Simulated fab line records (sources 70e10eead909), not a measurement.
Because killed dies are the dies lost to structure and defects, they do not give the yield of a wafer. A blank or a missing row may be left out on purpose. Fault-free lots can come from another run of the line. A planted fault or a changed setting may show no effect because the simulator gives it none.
fab line records	flow nand-harc
record: lots: 24	wafers: 72	last-day: 33
route steps=1302 shown P_M2@344 P_BONDPAD@353
lots that met no fault: from a run of the same line without faults
start-h: start of the lot's first displayed wafer, in hours after the record's first day	wait-h: hours since the lot's step before	" same as the row above	L1.1+2: a single row standing in for several wafers	- no value, or no start was given	* or withheld: withheld	< > ~ a bound
route shown NAME@n: a module of which the file shows steps, and the number in the route of the first	usual: mean and standard deviation over wafers with no fault	same: alike in all rows	chamber/n: place in a boat	sites: the reading at each site	_std_site: the standard deviation of these	_edge_site: the outer-site mean with the inner-site mean subtracted	radius-mm: for every site, how far away it sits from the centre of the wafer	mask NAME#n: copy n	behind: the most recent tool/chamber to have shaped the wafer	hold: cause of the lot's hold/its duration in hours/its outcome	device: which transistor (n, p or np) failed to switch	end of line: at the end of the route, the tests of the same wafers	step lacking rows: just its recipe	killed: count of dies lost to structure and defects at first sort (not the wafer's yield)	map: dies across one wafer; x = killed, . = not, _ = none there
set.NAME: the setting that was run; set.NAME@STEP: the one run at that earlier step	model.NAME: the simulator's own value behind a step, which no gauge read
route steps across a sampled set of lots; one table per step, one row per wafer
services: the hour from which a tool's chamber was out of use, counted from the record's first day as start-h (under 0 if before that day), plus the number of hours and why
== steps ==
step: NHARC_P_M2_CMP_23
recipe: t-overpolish-s: 20	target-thk-nm: 144.3
usual: motor-current-A: 11.7/0.82	time-to-endpoint-s: 28.2/2.9
same: t-overpolish-s: 20
lot.wafer	tool	chamber	start-h	wait-h	motor-current-A	time-to-endpoint-s
L074.1	cmp-04	3	130.52	-	11.9	31.0
L074.5	"	1	"	"	12.0	27.3
L074.6	"	2	"	"	11.6	24.8
L075.3	cmp-03	1	143.91	-	12.9	28.2
L075.4	"	2	"	"	12.5	29.9
L075.6	"	0	"	"	11.4	27.7
L076.3	cmp-04	2	146.81	-	11.3	23.9
L076.1	"	3	"	"	12.1	31.0
L076.6	"	1	"	"	12.2	31.2
L077.3	cmp-04	0	165.91	-	11.5	29.1
L077.4	"	1	"	"	11.5	32.1
L077.6	"	2	"	"	12.1	24.6
L078.1	cmp-03	3	169.13	-	12.8	24.8
L078.2	"	0	"	"	10.8	25.5
L078.6	"	3	"	"	11.7	22.8
L079.2	cmp-03	3	180.04	-	11.1	28.0
L079.3	"	2	"	"	12.2	27.8
L079.6	"	0	"	"	11.7	25.0
L080.1	cmp-03	1	192.03	-	12.4	30.5
L080.4	"	3	"	"	11.5	27.8
L080.2	"	0	"	"	10.6	27.2
L081.3	cmp-02	0	198.65	-	12.2	29.1
L081.6	"	1	"	"	9.8	28.7
L081.5	"	2	"	"	12.0	32.4
L082.3	cmp-04	2	216.63	-	11.0	25.4
L082.6	"	1	"	"	11.8	32.6
L082.5	"	2	"	"	11.4	27.4
L083.3	cmp-02	0	222.01	-	12.0	27.8
L083.2	"	1	"	"	9.6	26.2
L083.4	"	3	"	"	11.7	25.9
L084.3	cmp-03	1	230.20	-	12.7	24.1
L084.5	"	0	"	"	11.1	25.3
L084.6	"	1	"	"	12.5	25.0
L085.1	cmp-02	3	242.77	-	11.9	26.0
L085.2	"	1	"	"	9.6	25.8
L085.6	"	0	"	"	12.3	29.3
L086.4	cmp-03	2	253.50	-	12.0	24.6
L086.6	"	0	"	"	11.4	28.1
L086.5	"	1	"	"	12.4	28.1
L087.1	cmp-02	0	262.72	-	12.8	30.6
L087.4	"	2	"	"	13.2	31.1
L087.6	"	0	"	"	12.6	27.2
L088.3	cmp-04	2	283.43	-	11.7	28.9
L088.2	"	3	"	"	12.0	32.6
L088.1	"	0	"	"	11.4	32.9
L089.3	cmp-03	3	286.30	-	11.6	24.3
L089.5	"	3	"	"	11.6	23.9
L089.6	"	0	"	"	11.3	25.9
L090.4	cmp-02	2	293.18	-	12.3	32.0
L090.3	"	0	"	"	12.8	31.4
L090.6	"	2	"	"	12.0	34.7
L091.1	cmp-03	0	301.97	-	11.5	24.6
L091.3	"	1	"	"	12.3	27.1
L091.5	"	0	"	"	11.0	23.1
L092.4	cmp-04	3	314.20	-	12.5	31.7
L092.3	"	1	"	"	12.3	30.9
L092.6	"	0	"	"	11.4	33.1
L093.3	cmp-02	2	328.22	-	12.8	33.2
L093.4	"	0	"	"	12.1	34.1
L093.5	"	2	"	"	12.7	34.7
L094.2	cmp-04	1	338.65	-	12.1	30.6
L094.1	"	0	"	"	11.4	29.5
L094.5	"	1	"	"	11.7	30.2
L095.4	cmp-02	2	361.81	-	12.4	30.1
L095.6	"	2	"	"	12.3	31.7
L095.5	"	3	"	"	12.5	26.6
L096.3	cmp-03	3	370.32	-	12.0	26.8
L096.2	"	2	"	"	12.1	27.4
L096.5	"	3	"	"	11.4	26.1
L097.4	cmp-04	2	371.65	-	12.1	27.9
L097.3	"	3	"	"	12.1	32.1
L097.5	"	2	"	"	10.7	25.4
step: NHARC_P_M2_INSPECT_27
usual: raw-defect-count: 327/110
lot.wafer	tool	chamber	start-h	wait-h	raw-defect-count
L074.1	defect-inspect-01	-	130.94	0.0	302
L074.5	"	-	"	"	329
L074.6	"	-	"	"	386
L075.3	defect-inspect-01	-	144.36	0.0	395
L075.4	"	-	"	"	309
L075.6	"	-	"	"	193
L076.1	defect-inspect-01	-	147.26	0.0	165
L076.3	"	-	"	"	237
L076.6	"	-	"	"	299
L077.3	defect-inspect-01	-	166.33	0.0	412
L077.4	"	-	"	"	390
L077.6	"	-	"	"	545
L078.1	defect-inspect-01	-	169.58	0.0	458
L078.2	"	-	"	"	401
L078.6	"	-	"	"	488
L079.2	defect-inspect-01	-	180.51	0.0	278
L079.3	"	-	"	"	194
L079.6	"	-	"	"	302
L080.1	defect-inspect-01	-	192.50	0.0	201
L080.2	"	-	"	"	267
L080.4	"	-	"	"	325
L081.3	defect-inspect-01	-	199.04	0.0	403
L081.5	"	-	"	"	316
L081.6	"	-	"	"	401
L082.3	defect-inspect-01	-	217.08	0.0	402
L082.5	"	-	"	"	594
L082.6	"	-	"	"	266
L083.2	defect-inspect-02	-	222.48	0.0	420
L083.3	"	-	"	"	478
L083.4	"	-	"	"	548
L084.3	defect-inspect-02	-	230.67	0.0	256
L084.5	"	-	"	"	421
L084.6	"	-	"	"	616
L085.1	defect-inspect-02	-	243.27	0.0	182
L085.2	"	-	"	"	267
L085.6	"	-	"	"	245
L086.4	defect-inspect-01	-	253.92	0.0	280
L086.5	"	-	"	"	226
L086.6	"	-	"	"	366
L087.1	defect-inspect-02	-	263.19	0.0	325
L087.4	"	-	"	"	316
L087.6	"	-	"	"	203
L088.1	defect-inspect-01	-	283.90	0.0	289
L088.2	"	-	"	"	365
L088.3	"	-	"	"	256
L089.3	defect-inspect-02	-	286.77	0.0	236
L089.5	"	-	"	"	327
L089.6	"	-	"	"	229
L090.3	defect-inspect-01	-	293.62	0.0	285
L090.4	"	-	"	"	156
L090.6	"	-	"	"	229
L091.1	defect-inspect-01	-	302.41	0.0	468
L091.3	"	-	"	"	590
L091.5	"	-	"	"	578
L092.3	defect-inspect-01	-	314.67	0.0	534
L092.4	"	-	"	"	343
L092.6	"	-	"	"	344
L093.3	defect-inspect-02	-	328.67	0.0	436
L093.4	"	-	"	"	249
L093.5	"	-	"	"	329
L094.1	defect-inspect-02	-	339.11	0.0	255
L094.2	"	-	"	"	213
L094.5	"	-	"	"	194
L095.4	defect-inspect-02	-	362.28	0.0	480
L095.5	"	-	"	"	378
L095.6	"	-	"	"	274
L096.2	defect-inspect-01	-	370.79	0.0	279
L096.3	"	-	"	"	327
L096.5	"	-	"	"	394
L097.3	defect-inspect-01	-	372.10	0.0	393
L097.4	"	-	"	"	242
L097.5	"	-	"	"	145
step: NHARC_P_BONDPAD_THK_MEAS_33
recipe: thk-meas-gauge: ellipsometry
usual: thk-nm: 200.1/1.4
lot.wafer	tool	chamber	start-h	wait-h	thk-nm
L074.1	film-metro-01	-	132.15	0.2	198.4
L074.5	"	-	"	"	199.0
L074.6	"	-	"	"	201.8
L075.3	film-metro-01	-	145.58	0.2	199.5
L075.4	"	-	"	"	201.4
L075.6	"	-	"	"	198.8
L076.1	film-metro-01	-	148.49	0.1	200.2
L076.3	"	-	"	"	197.5
L076.6	"	-	"	"	199.4
L077.3	film-metro-01	-	167.55	0.2	199.5
L077.4	"	-	"	"	199.9
L077.6	"	-	"	"	199.5
L078.1	film-metro-01	-	170.80	0.2	196.5
L078.2	"	-	"	"	201.4
L078.6	"	-	"	"	197.4
L079.2	film-metro-01	-	181.71	0.2	198.5
L079.3	"	-	"	"	199.8
L079.6	"	-	"	"	201.6
L080.1	film-metro-01	-	193.72	0.2	197.2
L080.2	"	-	"	"	201.3
L080.4	"	-	"	"	199.9
L081.3	film-metro-02	-	200.25	0.2	201.4
L081.5	"	-	"	"	201.8
L081.6	"	-	"	"	200.4
L082.3	film-metro-02	-	218.29	0.2	199.8
L082.5	"	-	"	"	202.0
L082.6	"	-	"	"	199.8
L083.2	film-metro-02	-	223.79	0.2	198.4
L083.3	"	-	"	"	199.2
L083.4	"	-	"	"	200.1
L084.3	film-metro-01	-	231.89	0.2	198.8
L084.5	"	-	"	"	201.6
L084.6	"	-	"	"	199.2
L085.1	film-metro-01	-	244.49	0.2	198.4
L085.2	"	-	"	"	199.7
L085.6	"	-	"	"	199.6
L086.4	film-metro-01	-	255.13	0.2	200.4
L086.5	"	-	"	"	199.2
L086.6	"	-	"	"	202.8
L087.1	film-metro-02	-	264.41	0.2	202.8
L087.4	"	-	"	"	199.8
L087.6	"	-	"	"	200.2
L088.1	film-metro-02	-	285.12	0.2	198.4
L088.2	"	-	"	"	197.3
L088.3	"	-	"	"	199.5
L089.3	film-metro-01	-	287.99	0.2	200.1
L089.5	"	-	"	"	199.9
L089.6	"	-	"	"	199.4
L090.3	film-metro-01	-	295.13	0.2	199.0
L090.4	"	-	"	"	201.1
L090.6	"	-	"	"	199.9
L091.1	film-metro-02	-	303.66	0.2	201.0
L091.3	"	-	"	"	200.9
L091.5	"	-	"	"	199.9
L092.3	film-metro-01	-	315.88	0.2	202.1
L092.4	"	-	"	"	201.4
L092.6	"	-	"	"	201.8
L093.3	film-metro-01	-	330.02	0.2	200.1
L093.4	"	-	"	"	201.2
L093.5	"	-	"	"	203.1
L094.1	film-metro-01	-	340.48	0.2	203.0
L094.2	"	-	"	"	199.0
L094.5	"	-	"	"	197.9
L095.4	film-metro-01	-	363.50	0.2	199.2
L095.5	"	-	"	"	201.4
L095.6	"	-	"	"	200.7
L096.2	film-metro-02	-	371.99	0.2	199.8
L096.3	"	-	"	"	200.9
L096.5	"	-	"	"	201.6
L097.3	film-metro-01	-	373.32	0.2	200.6
L097.4	"	-	"	"	200.4
L097.5	"	-	"	"	204.6
step: NHARC_P_BONDPAD_ETCH_24
recipe: target-depth-a: 300	over-etch-frac: 0.3	time-s: 72.99	ion-energy-ev: 150	cf4-flow-sccm: 50	n2-flow-sccm: 100	ar-flow-sccm: 150	rf-w: 300	bias-w: 100	chemistry: CF4/N2
usual: cf4-flow-sccm: 50.01/0.15	drypump-motor-current-A: 5.7/0.54	oes-product-au: 0.999/0.0099	rf-vpp-V: 313.9/2.1	showerhead-plenum-p-Torr: 2.61/0.11	throttle-valve-pct: 19.793/0.0091
same: over-etch-frac: 0.3
lot.wafer	tool	chamber	start-h	wait-h	cf4-flow-sccm	drypump-motor-current-A	oes-product-au	rf-hours-counter-h	rf-vpp-V	showerhead-plenum-p-Torr	throttle-valve-pct
L074.1	rie-diel-07	1	-	-	49.90	5.6	0.995	0	312.1	2.53	19.778
L074.6	"	0	"	"	50.11	5.1	0.989	-	317.7	2.81	19.796
L074.5	"	1	"	"	50.29	5.6	0.993	-	312.5	2.53	19.791
L075.3	rie-diel-07	2	-	-	50.07	6.0	1.001	1	315.2	2.70	19.776
L075.4	"	0	"	"	50.15	5.1	0.984	1	317.3	2.81	19.803
L075.6	"	3	"	"	49.94	6.4	1.012	-	312.5	2.52	19.781
L076.1	rie-diel-08	1	-	-	50.03	5.2	0.988	6	317.6	2.77	19.794
L076.3	"	3	"	"	50.10	6.8	0.988	7	316.9	2.72	19.798
L076.6	"	2	"	"	50.02	6.3	1.004	-	311.6	2.49	19.786
L077.3	rie-diel-08	1	-	-	49.72	5.2	1.003	7	315.7	2.77	19.778
L077.4	"	3	"	"	49.98	6.8	0.996	9	315.6	2.72	19.786
L077.6	"	2	"	"	49.88	6.2	1.013	-	313.0	2.49	19.802
L078.2	rie-diel-11	0	-	-	49.91	5.7	1.010	2	312.3	2.56	19.790
L078.1	"	1	"	"	50.08	5.8	0.998	2	310.2	2.48	19.784
L078.6	"	3	"	"	49.99	5.2	0.991	-	312.1	2.56	19.800
L079.3	rie-diel-08	3	-	-	49.92	6.9	0.990	9	316.2	2.72	19.786
L079.2	"	0	"	"	50.28	5.7	1.001	9	314.3	2.65	19.802
L079.6	"	3	"	"	49.68	6.9	0.987	-	315.9	2.72	19.788
L080.1	rie-diel-07	3	-	-	49.97	6.4	1.019	3	312.1	2.52	19.813
L080.2	"	1	"	"	50.09	5.6	0.993	4	311.5	2.53	19.800
L080.4	"	2	"	"	50.09	6.0	1.001	4	316.8	2.70	19.778
L081.3	rie-diel-07	0	-	-	50.00	5.1	0.988	4	318.3	2.81	19.788
L081.6	"	2	"	"	49.86	6.0	0.987	-	315.8	2.70	19.774
L081.5	"	3	"	"	50.04	6.4	1.025	-	312.1	2.52	19.808
L082.3	rie-diel-08	3	-	-	49.87	6.8	0.995	2	315.3	2.72	19.805
L082.5	"	1	"	"	50.22	5.2	0.989	-	316.6	2.77	19.785
L082.6	"	2	"	"	49.98	6.2	0.999	-	310.5	2.49	19.798
L083.2	rie-diel-08	0	-	-	50.19	5.7	1.011	2	314.7	2.65	19.792
L083.4	"	1	"	"	50.13	5.2	1.000	2	317.2	2.77	19.804
L083.3	"	3	"	"	49.99	6.9	0.995	2	316.0	2.72	19.780
L084.3	rie-diel-07	1	233.30	0.2	50.07	5.6	0.992	7	312.3	2.53	19.793
L084.6	"	2	"	"	49.86	6.0	0.982	-	314.8	2.70	19.799
L084.5	"	1	"	"	49.98	5.6	0.981	-	311.6	2.53	19.786
L085.1	rie-diel-08	2	245.71	0.2	49.86	6.2	1.005	3	312.3	2.49	19.794
L085.2	"	0	"	"	50.03	5.7	1.008	3	314.2	2.65	19.807
L085.6	"	2	"	"	50.11	6.2	1.008	-	312.9	2.49	19.796
L086.4	rie-diel-07	1	-	-	49.93	5.6	0.996	10	312.3	2.52	19.783
L086.5	"	0	"	"	50.03	5.1	0.992	-	316.8	2.80	19.803
L086.6	"	1	"	"	49.88	5.6	1.005	-	312.2	2.53	19.779
L087.1	rie-diel-08	3	-	-	50.13	6.8	0.991	3	316.0	2.72	19.789
L087.4	"	0	"	"	50.07	5.7	1.003	5	314.4	2.64	19.808
L087.6	"	3	"	"	50.04	6.8	0.982	-	317.0	2.72	19.791
L088.2	rie-diel-11	2	-	-	49.70	5.1	1.014	0	313.6	2.61	19.808
L088.3	"	3	"	"	50.36	5.1	1.003	1	313.9	2.56	19.788
L088.1	"	1	"	"	50.06	5.9	0.978	1	310.5	2.48	19.810
L089.3	rie-diel-07	3	-	-	50.04	6.4	1.015	10	312.4	2.51	19.810
L089.6	"	3	"	"	49.98	6.4	1.003	-	311.3	2.51	19.799
L089.5	"	0	"	"	50.02	5.1	0.988	-	317.7	2.80	19.786
L090.3	rie-diel-11	1	-	-	49.66	5.9	0.986	1	311.5	2.48	19.791
L090.4	"	2	"	"	50.01	5.1	1.022	1	313.6	2.61	19.790
L090.6	"	1	"	"	49.87	5.9	0.991	-	310.7	2.48	19.797
L091.3	rie-diel-08	2	-	-	50.09	6.2	0.997	7	312.9	2.49	19.786
L091.1	"	0	"	"	50.34	5.7	1.008	7	315.4	2.64	19.799
L091.5	"	3	"	"	49.88	6.9	0.997	-	314.8	2.72	19.790
L092.4	rie-diel-11	0	-	-	49.93	5.7	0.998	1	312.8	2.55	19.798
L092.3	"	1	"	"	49.87	5.9	0.987	1	313.4	2.48	19.782
L092.6	"	2	"	"	50.11	5.0	1.007	-	313.3	2.61	19.794
L093.4	rie-diel-11	3	-	-	50.07	5.2	1.002	2	313.0	2.56	19.781
L093.3	"	0	"	"	49.75	5.7	1.002	2	312.5	2.55	19.787
L093.5	"	3	"	"	50.11	5.2	0.994	-	314.5	2.56	19.797
L094.2	rie-diel-08	1	341.89	0.2	50.15	5.2	0.990	10	316.1	2.76	19.774
L094.1	"	0	"	"	50.20	5.7	1.004	9	313.4	2.64	19.790
L094.5	"	1	"	"	50.03	5.2	1.002	-	317.2	2.76	19.794
L095.4	rie-diel-07	2	-	-	49.90	6.0	0.997	3	314.7	2.70	19.807
L095.5	"	1	"	"	49.83	5.6	0.990	-	310.6	2.52	19.790
L095.6	"	2	"	"	49.85	6.0	0.999	-	316.1	2.70	19.787
L096.2	rie-diel-11	0	-	-	49.81	5.7	0.990	3	313.5	2.55	19.803
L096.3	"	1	"	"	50.25	5.9	0.995	2	311.2	2.48	19.795
L096.5	"	3	"	"	50.08	5.2	0.996	-	312.8	2.56	19.795
L097.3	rie-diel-11	3	-	-	50.17	5.2	1.003	3	313.3	2.56	19.788
L097.4	"	0	"	"	50.13	5.8	0.995	3	312.7	2.55	19.781
L097.5	"	3	"	"	50.16	5.2	1.008	-	312.5	2.56	19.801
step: NHARC_P_BONDPAD_CMP_19
recipe: t-overpolish-s: 30	cu-recess-touch-s: 16	target-thk-nm: 160.81
usual: motor-current-A: 11.8/0.92	overpolish-run-s: 30.001/0.0086
same: t-overpolish-s: 30
lot.wafer	tool	chamber	start-h	wait-h	motor-current-A	overpolish-run-s
L074.1	cmp-04	2	134.85	-	12.1	29.996
L074.5	"	1	"	"	12.2	30.007
L074.6	"	2	"	"	11.7	30.006
L075.4	cmp-01	0	148.37	-	11.2	30.006
L075.3	"	2	"	"	11.8	30.001
L075.6	"	1	"	"	10.7	30.007
L076.1	cmp-04	3	151.35	-	12.7	29.996
L076.3	"	0	"	"	11.7	30.001
L076.6	"	2	"	"	11.1	30.006
L077.3	cmp-04	0	170.22	-	11.2	30.017
L077.4	"	2	"	"	11.6	30.008
L077.6	"	1	"	"	12.5	29.997
L078.2	cmp-01	2	173.63	-	12.3	30.004
L078.1	"	3	"	"	13.4	30.002
L078.6	"	1	"	"	11.1	30.018
L079.3	cmp-02	0	184.42	-	12.9	30.010
L079.2	"	1	"	"	9.7	29.996
L079.6	"	3	"	"	11.4	29.999
L080.4	cmp-04	2	196.41	-	11.8	29.999
L080.1	"	3	"	"	12.4	30.005
L080.2	"	0	"	"	11.8	30.004
L081.3	cmp-02	1	202.96	-	10.0	29.990
L081.5	"	0	"	"	12.3	30.014
L081.6	"	1	"	"	9.9	29.996
L082.3	cmp-01	1	221.15	-	11.2	29.994
L082.6	"	3	"	"	13.9	29.980
L082.5	"	0	"	"	11.6	30.007
L083.4	cmp-04	3	226.48	-	12.4	29.991
L083.3	"	0	"	"	11.1	30.011
L083.2	"	2	"	"	11.2	29.998
L084.3	cmp-01	0	235.02	-	10.4	29.988
L084.6	"	2	"	"	12.2	29.995
L084.5	"	3	"	"	12.2	30.003
L085.2	cmp-04	1	247.20	-	12.6	30.001
L085.1	"	2	"	"	11.1	30.015
L085.6	"	1	"	"	12.8	30.002
L086.4	cmp-01	3	257.81	-	12.9	30.010
L086.6	"	3	"	"	13.2	30.018
L086.5	"	0	"	"	11.1	29.993
L087.4	cmp-01	2	267.08	-	12.6	29.997
L087.1	"	3	"	"	13.7	29.989
L087.6	"	3	"	"	13.2	30.001
L088.1	cmp-04	0	287.85	-	11.8	29.998
L088.3	"	1	"	"	11.9	30.010
L088.2	"	2	"	"	11.5	30.005
L089.3	cmp-01	0	290.67	-	10.3	29.995
L089.5	"	0	"	"	11.0	30.000
L089.6	"	1	"	"	11.0	30.008
L090.3	cmp-04	2	297.93	-	11.7	29.994
L090.4	"	1	"	"	12.3	30.018
L090.6	"	3	"	"	11.6	29.991
L091.1	cmp-04	2	306.46	-	11.7	29.994
L091.3	"	3	"	"	11.9	29.987
L091.5	"	3	"	"	12.4	29.991
L092.3	cmp-02	1	318.68	-	9.9	29.991
L092.4	"	3	"	"	11.9	30.009
L092.6	"	1	"	"	9.2	29.985
L093.3	cmp-01	2	332.85	-	12.1	29.994
L093.4	"	1	"	"	11.0	29.993
L093.5	"	2	"	"	12.0	30.003
L094.2	cmp-02	1	343.39	-	9.9	30.003
L094.1	"	3	"	"	11.9	29.996
L094.5	"	2	"	"	12.1	30.006
L095.4	cmp-01	1	366.60	-	11.1	29.993
L095.6	"	0	"	"	11.0	29.995
L095.5	"	1	"	"	11.1	29.995
L096.3	cmp-04	0	375.10	-	11.7	29.994
L096.2	"	1	"	"	12.0	29.997
L096.5	"	2	"	"	12.0	30.002
L097.4	cmp-02	0	376.53	-	13.1	30.007
L097.3	"	1	"	"	9.9	29.989
L097.5	"	1	"	"	9.5	30.005
step: NHARC_P_BONDPAD_ACTIVATE_29
recipe: time-s: 60	n2-flow-sccm: 200	ar-flow-sccm: 0	bias-power-w: 0	chemistry: N2
usual: drypump-motor-current-A: 5.6/0.45	oes-product-au: 0.999/0.0096	rf-vpp-V: 64.0/0.86	showerhead-plenum-p-Torr: 1.74/0.065
lot.wafer	tool	chamber	start-h	wait-h	drypump-motor-current-A	oes-product-au	rf-hours-counter-h	rf-vpp-V	showerhead-plenum-p-Torr
L074.1	rie-diel-11	1	135.43	0.1	5.8	0.995	1.0	62.8	1.66
L074.6	"	3	"	"	5.2	0.996	-	65.4	1.72
L074.5	"	0	"	"	5.8	1.001	-	63.9	1.72
L075.3	rie-diel-07	0	148.98	0.1	5.1	0.994	0.7	64.5	1.90
L075.4	"	1	"	"	5.6	0.992	0.7	63.8	1.70
L075.6	"	1	"	"	5.6	0.999	-	64.7	1.70
L076.1	rie-diel-07	1	151.88	0.1	5.6	1.005	0.8	63.4	1.70
L076.3	"	0	"	"	5.1	0.983	0.7	63.9	1.90
L076.6	"	1	"	"	5.6	0.990	-	63.1	1.70
L077.4	rie-diel-11	0	170.80	0.1	5.7	0.997	2.0	63.3	1.72
L077.3	"	1	"	"	5.9	1.005	1.9	64.1	1.66
L077.6	"	0	"	"	5.7	0.995	-	63.6	1.72
L078.1	rie-diel-08	1	174.21	0.1	5.1	0.987	7.3	63.9	1.87
L078.2	"	0	"	"	5.7	1.005	8.6	65.3	1.78
L078.6	"	2	"	"	6.2	1.016	-	64.4	1.67
L079.3	rie-diel-07	0	185.00	0.1	5.1	0.989	3.2	63.8	1.90
L079.2	"	1	"	"	5.6	0.990	3.4	62.8	1.70
L079.6	"	2	"	"	6.0	0.997	-	65.0	1.82
L080.4	rie-diel-11	2	196.99	0.1	5.1	0.988	2.9	63.9	1.76
L080.2	"	3	"	"	5.1	0.987	2.8	64.2	1.72
L080.1	"	0	"	"	5.7	1.003	2.7	64.7	1.72
L081.3	rie-diel-11	1	203.54	0.1	5.8	1.001	2.9	63.7	1.66
L081.6	"	1	"	"	5.9	0.998	-	64.4	1.66
L081.5	"	2	"	"	5.1	1.001	-	64.7	1.76
L082.3	rie-diel-11	3	221.72	0.1	5.2	0.990	3.4	64.6	1.72
L082.6	"	0	"	"	5.7	0.999	-	66.1	1.72
L082.5	"	1	"	"	5.9	0.981	-	63.1	1.66
L083.2	rie-diel-11	3	227.09	0.1	5.1	0.993	3.5	64.1	1.72
L083.3	"	0	"	"	5.7	1.002	3.5	63.7	1.72
L083.4	"	1	"	"	5.8	0.989	3.5	63.6	1.66
L084.3	rie-diel-11	1	235.57	0.1	5.8	1.002	3.6	62.8	1.66
L084.6	"	1	"	"	5.8	0.974	-	63.4	1.66
L084.5	"	2	"	"	5.1	1.006	-	63.8	1.76
L085.2	rie-diel-11	1	247.82	0.1	5.9	0.999	3.8	63.1	1.66
L085.1	"	2	"	"	5.1	0.995	3.9	63.7	1.76
L085.6	"	3	"	"	5.2	0.998	-	63.4	1.72
L086.4	rie-diel-08	2	258.47	0.1	6.2	1.005	-	63.5	1.67
L086.6	"	0	"	"	5.7	1.004	-	63.2	1.78
L086.5	"	1	"	"	5.2	0.989	-	63.8	1.87
L087.4	rie-diel-08	3	267.68	0.1	6.9	0.985	3.2	64.2	1.83
L087.1	"	1	"	"	5.2	0.997	4.9	64.9	1.87
L087.6	"	3	"	"	6.8	0.996	-	65.0	1.83
L088.2	rie-diel-07	2	288.45	0.1	6.0	1.002	10.6	64.3	1.82
L088.3	"	3	"	"	6.4	1.008	9.5	62.5	1.69
L088.1	"	0	"	"	5.1	0.990	9.0	65.7	1.90
L089.3	rie-diel-11	1	291.31	0.1	5.9	0.994	0.6	64.2	1.66
L089.6	"	3	"	"	5.2	1.007	-	62.8	1.72
L089.5	"	0	"	"	5.7	1.016	-	64.6	1.72
L090.4	rie-diel-11	3	298.56	0.1	5.2	1.004	0.9	63.8	1.72
L090.3	"	1	"	"	5.9	0.982	0.7	64.9	1.66
L090.6	"	2	"	"	5.0	1.008	-	65.6	1.76
L091.1	rie-diel-11	1	307.08	0.1	5.9	0.992	0.9	63.1	1.66
L091.3	"	3	"	"	5.2	1.006	1.2	62.4	1.72
L091.5	"	1	"	"	5.9	0.993	-	63.0	1.66
L092.3	rie-diel-11	0	319.27	0.1	5.7	1.009	1.3	62.6	1.72
L092.4	"	2	"	"	5.1	1.008	1.1	62.9	1.76
L092.6	"	1	"	"	5.9	0.989	-	62.5	1.66
L093.3	rie-diel-08	2	333.46	0.1	6.2	0.993	8.8	65.3	1.67
L093.4	"	1	"	"	5.1	0.987	-	64.9	1.87
L093.5	"	0	"	"	5.7	1.002	-	65.5	1.78
L094.2	rie-diel-11	2	343.97	0.1	5.1	1.008	1.4	64.4	1.76
L094.1	"	1	"	"	5.9	1.001	1.4	62.9	1.66
L094.5	"	2	"	"	5.0	1.018	-	63.6	1.76
L095.4	rie-diel-08	2	367.17	0.1	6.2	0.995	10.6	64.0	1.66
L095.5	"	1	"	"	5.1	1.000	-	65.3	1.87
L095.6	"	2	"	"	6.2	1.000	-	63.0	1.67
L096.2	rie-diel-11	0	375.65	0.1	5.7	0.986	2.8	64.4	1.71
L096.3	"	3	"	"	5.2	0.987	2.7	64.7	1.72
L096.5	"	0	"	"	5.7	0.983	-	64.3	1.71
L097.3	rie-diel-11	3	377.11	0.1	5.1	1.002	2.8	63.1	1.72
L097.4	"	0	"	"	5.7	0.993	2.9	63.3	1.71
L097.5	"	3	"	"	5.2	0.998	-	64.2	1.72
== services ==
tool	chamber	start-h	hours	kind
cmp-04	-	111.60	4.0	pm
cmp-02	-	115.78	1.1	repair
rie-diel-07	-	117.20	9.0	pm
cmp-04	-	122.52	2.3	repair
rie-diel-11	1	124.62	2.1	repair
cmp-02	-	134.50	4.0	pm
cmp-02	-	158.13	0.4	repair
cmp-04	-	159.47	5.9	repair
cmp-04	-	169.69	0.5	repair
rie-diel-08	-	190.94	9.0	pm
cmp-04	-	209.60	4.0	pm
rie-diel-07	0	225.93	9.2	repair
cmp-02	-	232.50	4.0	pm
rie-diel-08	3	237.34	8.9	repair
rie-diel-08	3	250.95	9.5	repair
rie-diel-11	-	255.50	9.0	pm
rie-diel-08	0	259.11	1.2	repair
cmp-04	-	290.81	1.7	repair
cmp-04	-	307.60	4.0	pm
rie-diel-08	3	330.01	16.1	repair
rie-diel-11	-	337.29	4.5	repair
rie-diel-11	2	348.45	10.5	repair
cmp-04	-	355.32	3.1	repair
rie-diel-08	-	367.94	9.0	pm
== key ==
fault none
